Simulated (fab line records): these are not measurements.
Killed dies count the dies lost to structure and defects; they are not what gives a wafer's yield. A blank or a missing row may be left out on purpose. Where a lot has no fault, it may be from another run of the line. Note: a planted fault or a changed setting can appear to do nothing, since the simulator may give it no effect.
A struck lot beside a sound one || flow nand-harc || 15 out of 1302 route steps
Sound: the wafers L723.1, L723.2, L723.6. Struck: wafer L712.5 (left out: L712.2, L712.3 of the same lot, which were not struck); the cause appears at the end.
Per side, at each step with rows, come the tool, then ch with its chambers, and then its first start. Under that, the readings that differ: sound wafers || struck wafers || difference of the means || sigmas: that difference in standard deviations of wafers without a fault.
alike: readings whose means differ by less than 2 such deviations, and words and numbers that are the same on both sides. not compared: withheld readings, readings that some wafer has no value for, bounds like >300 that may hide the same value, and numbers for which the record gives no deviation and whose values overlap.
The two part at a step that has a row with sigmas, a row that says differs or no value, or rows on one side only. When numbers do not overlap yet have no deviation, they are printed without sigmas and do not part them. Lack of a reading on every wafer of one side parts them only where that side has two or more wafers.

NHARC_P_ZERO_WELL_ETCH_63: etches the open film in HBr/Cl2, target depth 120 nm, time 40.1 s.
  sound on rie-si-03 ch 0,3, day 8 03:34; struck on rie-si-05 ch 3, day 3 13:40
  alike: drypump-motor-current-A, oes-product-au, throttle-valve-pct
  not compared: rf-hours-counter-h
then, 9 steps without rows for these wafers: NHARC_P_ZERO_WELL_STRIP_15 (strips in SPM, time 900 s); NHARC_P_ZERO_WELL_DEHYDRATE_16 (time 120 s); NHARC_P_ZERO_WELL_HMDS_17 (time 30 s); NHARC_P_ZERO_WELL_COAT_18; NHARC_P_ZERO_WELL_SOFTBAKE_19 (time 95 s); NHARC_P_ZERO_WELL_EBR_20; NHARC_P_ZERO_WELL_EXPOSE_21 (exposes mask P NWELL, target cd 720 nm); NHARC_P_ZERO_WELL_PEB_22 (peb time 85 s); NHARC_P_ZERO_WELL_DEVELOP_23 (time 70 s).
NHARC_P_ZERO_WELL_CD_MEAS_24: target cd 720 nm.
  sound on cd-sem-02 ch 0, day 8 04:29; struck on cd-sem-03 ch 0, day 3 14:35
  alike: cd-nm
then, 1 step without rows for these wafers: NHARC_P_ZERO_WELL_HARDBAKE_25 (time 80 s).
NHARC_P_ZERO_WELL_DESCUM_26: chemistry O2, time 3 s.
  sound on rie-diel-09 ch 0,1, day 8 04:39; struck on rie-diel-03 ch 0, day 3 14:45
{"reading": "run-length-s (s)", "sound": "23.8 24.1 24.1", "struck": 25.1, "difference": "+1.1", "sigmas": "+3"}
  alike: drypump-motor-current-A, oes-product-au, rf-vpp-V, showerhead-plenum-p-Torr, throttle-valve-pct
  not compared: rf-hours-counter-h
next, for these wafers, 1 step has no rows: NHARC_P_ZERO_WELL_IMPLANT_27.
-- break in the record here, with 22 days between the starts of the struck wafers on either side (left off in module P_ZERO_WELL, picked up again in module END, where the first step shown is number 1302 on the route) --
NHARC_END_SORT_01:
  sound on prober-02 ch 0, day 29 20:26; struck on prober-02 ch 0, day 25 17:28
  alike: killed-at-array, killed-at-other, killed-at-periphery, killed-dies, killed-open, killed-short

## WHERE THEY PART
Only at NHARC_P_ZERO_WELL_DESCUM_26, within this record. Later steps at which nothing parts them and some readings are alike: NHARC_END_SORT_01.

WHY: what the simulator had put in
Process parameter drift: rie-diel-03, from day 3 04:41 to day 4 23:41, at NHARC_P_ZERO_WELL_DESCUM_26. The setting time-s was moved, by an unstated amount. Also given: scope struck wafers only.
